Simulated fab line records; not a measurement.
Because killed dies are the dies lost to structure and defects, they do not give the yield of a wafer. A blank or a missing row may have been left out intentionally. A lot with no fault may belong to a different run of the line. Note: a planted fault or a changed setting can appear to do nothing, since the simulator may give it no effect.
Chamber matching / flow nandHarc / NHARC_P_GATE_DEP_103 on pecvd-02: 3 sister chambers
The step deposits SiON, target thk 30 nm. 6 wafers are shown with their chamber, then 8 later ones without.

== WAFERS WITH THEIR CHAMBER ==
wafer=L447.5; chamber=1; heaterPowerW (W)=680
wafer=L450.5; chamber=2; heaterPowerW (W)=794
wafer=L456.4; chamber=2; heaterPowerW (W)=777
wafer=L456.5; chamber=0; heaterPowerW (W)=680
wafer=L456.6; chamber=1; heaterPowerW (W)=724
wafer=L464.1; chamber=0; heaterPowerW (W)=749

== WAFERS MISSING THEIR CHAMBER ==
wafer=L464.2; heaterPowerW (W)=676
wafer=L464.4; heaterPowerW (W)=776
wafer=L465.1; heaterPowerW (W)=865
wafer=L465.3; heaterPowerW (W)=700
wafer=L465.6; heaterPowerW (W)=725
wafer=L469.1; heaterPowerW (W)=717
wafer=L469.2; heaterPowerW (W)=808
wafer=L469.3; heaterPowerW (W)=755

== EACH ONE'S CHAMBER ==
wafer=L464.2; from the rows above=can't be placed: 1 or 0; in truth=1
wafer=L464.4; from the rows above=can't be placed: 2 or 0 or 1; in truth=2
wafer=L465.1; from the rows above=2; in truth=2
wafer=L465.3; from the rows above=can't be placed: 1 or 0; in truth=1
wafer=L465.6; from the rows above=can't be placed: 0 or 1 or 2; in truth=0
wafer=L469.1; from the rows above=can't be placed: 0 or 1 or 2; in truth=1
wafer=L469.2; from the rows above=2; in truth=2
wafer=L469.3; from the rows above=can't be placed: 2 or 0 or 1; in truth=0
Correct placement for 2 of the 8. From these rows, 6 cannot be placed; in 6 the true chamber is one of the candidates. Placed wrongly: 0.
How it was worked out, from the rows above alone: a wafer's distance from a chamber is the root of the sum, over the readings, of the square of ((its reading less the chamber's mean) divided by the reading's scatter). The wafer belongs to the nearest chamber; if the next one is less than 2 further off, it can't be placed. The mean given for a chamber averages the wafers shown for that chamber. How the scatter is found: for the shown wafers, subtract from each reading the mean of its chamber, square and add these, divide the total by (wafers less chambers), then take the root.
